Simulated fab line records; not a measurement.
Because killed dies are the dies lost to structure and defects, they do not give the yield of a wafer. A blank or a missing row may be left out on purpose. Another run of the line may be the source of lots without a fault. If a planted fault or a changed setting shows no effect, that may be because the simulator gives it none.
Matching of chambers :: flow nand_harc :: NHARC_A_STAIRCASE_TRIM_229 on rie_diel-02: 4 sister chambers
The step chemistry O2, time 211.2 s. 4 wafers are shown with their chamber, then 8 later ones without.

== EACH WAFER AND ITS CHAMBER ==
wafer: L084.5
chamber: 2
drypump_motor_current_A (A): 5.4

wafer: L086.2
chamber: 3
drypump_motor_current_A (A): 4.7

wafer: L086.5
chamber: 0
drypump_motor_current_A (A): 5.2

wafer: L090.2
chamber: 1
drypump_motor_current_A (A): 6.4

== WAFERS WITH NO CHAMBER GIVEN ==
wafer: L090.5
drypump_motor_current_A (A): 5.3

wafer: L090.6
drypump_motor_current_A (A): 4.8

wafer: L092.2
drypump_motor_current_A (A): 6.4

wafer: L092.3
drypump_motor_current_A (A): 5.4

wafer: L092.4
drypump_motor_current_A (A): 4.8

wafer: L095.1
drypump_motor_current_A (A): 5.4

wafer: L095.2
drypump_motor_current_A (A): 4.7

wafer: L095.4
drypump_motor_current_A (A): 5.2

== WHICH CHAMBER EACH WENT THROUGH ==
wafer: L090.5
from the rows above: can't be placed: 0 or 2
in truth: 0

wafer: L090.6
from the rows above: 3
in truth: 3

wafer: L092.2
from the rows above: 1
in truth: 1

wafer: L092.3
from the rows above: 2
in truth: 2

wafer: L092.4
from the rows above: 3
in truth: 3

wafer: L095.1
from the rows above: 2
in truth: 2

wafer: L095.2
from the rows above: 3
in truth: 3

wafer: L095.4
from the rows above: 0
in truth: 0
7 of 8 placed correctly. Can't be placed from these rows: 1 (the true chamber is among the candidates in 1). Number placed wrongly: 0.
How it was worked out, from the rows above alone: a wafer's distance from a chamber is the root of the sum, over the readings, of the square of ((its reading less the chamber's mean) divided by the reading's scatter). If the next closest chamber is less than 2 further off than the closest, the wafer can't be placed; otherwise it belongs to the closest. The mean given for a chamber averages the wafers shown for that chamber. The scatter: with one shown wafer a chamber, the root of the mean of the squares of how far each hidden wafer lies from its nearest shown one.
